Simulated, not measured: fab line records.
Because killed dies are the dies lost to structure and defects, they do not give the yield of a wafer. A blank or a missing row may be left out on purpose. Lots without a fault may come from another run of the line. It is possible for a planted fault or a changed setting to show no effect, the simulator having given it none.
Chamber matching    flow n5-finfet    N5_BEOL_M8_PECVD_70 on pecvd-01: 3 sister chambers
The step deposits SiO2 from TEOS/O2, target thk 20 nm, time 22.7 s. 6 wafers are shown with their chamber, then 7 later ones without.

## WAFERS, EACH WITH ITS CHAMBER
wafer   chamber  throttle-valve-pct (%)  showerhead-plenum-p-Torr (Torr)
L077.6  2        20.8                    8.85
L078.1  2        21.2                    8.82
L078.6  0        23.9                    8.75
L086.6  0        23.8                    8.75
L088.1  1        21.6                    8.90
L088.5  1        21.6                    8.87

## WAFERS WITHOUT THEIR CHAMBER
wafer   throttle-valve-pct (%)  showerhead-plenum-p-Torr (Torr)
L088.6  21.1                    8.81
L095.1  23.9                    8.75
L095.3  21.0                    8.84
L095.6  21.4                    8.82
L097.2  21.1                    8.82
L097.3  21.4                    8.89
L097.6  21.3                    8.84

## WHICH CHAMBER EACH ONE RAN IN
wafer   from the rows above      in truth
L088.6  2                        2
L095.1  0                        0
L095.3  2                        2
L095.6  can't be placed: 2 or 1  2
L097.2  2                        2
L097.3  1                        1
L097.6  can't be placed: 2 or 1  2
Correct placement for 5 of the 7. Cannot be placed on the basis of these rows: 2; the candidates contain the true chamber in 2. Wrongly placed: 0.
How it was worked out, from the rows above alone: a wafer's distance from a chamber is the root of the sum, over the readings, of the square of ((its reading less the chamber's mean) divided by the reading's scatter). If the next closest chamber is less than 2 further off than the closest, the wafer can't be placed; otherwise it belongs to the closest. For every chamber, the mean is computed from those of its wafers that are shown. The scatter: the root of (the sum of the squares of (reading less its chamber's mean) over the shown wafers, divided by (wafers less chambers)).
